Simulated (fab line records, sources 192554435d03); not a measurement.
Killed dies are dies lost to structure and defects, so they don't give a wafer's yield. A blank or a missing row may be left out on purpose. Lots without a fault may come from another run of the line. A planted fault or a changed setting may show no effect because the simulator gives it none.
Chamber matching | flow n5_finfet | N5_BEOL_M7_CURE_74 on uv_cure-01: 3 sister chambers
The step cures SiCOH lowk, time 240 s. 20 wafers are shown with their chamber, then 10 later ones without.

WAFERS WITH THEIR CHAMBER
wafer  | chamber | wafer_temp_C_max | lamp_power_pct (%)
L077.1 | 2       | 386.2            | 52.28
L077.2 | 2       | 386.1            | 52.26
L077.4 | 2       | 386.4            | 52.18
L077.3 | 2       | 385.9            | 52.37
L077.5 | 2       | 386.5            | 52.33
L077.6 | 2       | 386.3            | 52.28
L080.3 | 2       | 386.0            | 52.26
L080.4 | 2       | 386.1            | 52.32
L080.5 | 2       | 385.8            | 52.28
L082.3 | 1       | 386.3            | 52.23
L082.4 | 1       | 386.7            | 52.35
L082.5 | 1       | 386.3            | 52.30
L084.1 | 0       | 387.3            | 52.39
L084.4 | 0       | 387.0            | 52.30
L084.5 | 0       | 387.7            | 52.34
L084.2 | 0       | 387.4            | 52.41
L084.3 | 0       | 387.2            | 52.32
L084.6 | 0       | 387.2            | 52.30
L086.1 | 1       | 386.5            | 52.29
L086.3 | 1       | 386.6            | 52.43

SIGNATURES (means of the wafers above)
reading          | chamber 0 | chamber 1 | chamber 2 | scatter within a chamber
wafer_temp_C_max | 387.300   | 386.480   | 386.144   | 0.221
lamp_power_pct   | 52.3433   | 52.3200   | 52.2844   | 0.0575
Rule: a wafer's distance from a chamber is the root of the sum, over the readings, of the square of ((its reading less the chamber's mean) divided by the reading's scatter). The wafer belongs to the nearest chamber; if the next one is less than 2 further off, it can't be placed. The scatter: the root of (the sum of the squares of (reading less its chamber's mean) over the shown wafers, divided by (wafers less chambers)).

WAFERS WITHOUT THEIR CHAMBER
wafer  | wafer_temp_C_max | lamp_power_pct (%)
L086.5 | 386.6            | 52.34
L090.2 | 386.9            | 52.29
L090.3 | 387.1            | 52.39
L090.5 | 386.9            | 52.44
L093.3 | 387.3            | 52.32
L093.4 | 388.0            | 52.27
L093.6 | 387.9            | 52.19
L096.2 | 386.3            | 52.43
L096.4 | 386.8            | 52.25
L096.6 | 386.7            | 52.41

WHICH CHAMBER EACH WENT THROUGH
wafer  | from the rows above          | in truth
L086.5 | can't be placed: 1 or 2      | 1
L090.2 | can't be placed: 1 or 0 or 2 | 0
L090.3 | can't be placed: 0 or 1      | 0
L090.5 | can't be placed: 0 or 1 or 2 | 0
L093.3 | 0                            | 0
L093.4 | 0                            | 0
L093.6 | 0                            | 0
L096.2 | can't be placed: 1 or 2      | 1
L096.4 | can't be placed: 1 or 0 or 2 | 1
L096.6 | can't be placed: 1 or 0 or 2 | 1
Placed correctly: 3 of 10. Can't be placed from these rows: 7 (the true chamber is among the candidates in 7). Placed wrongly: 0.
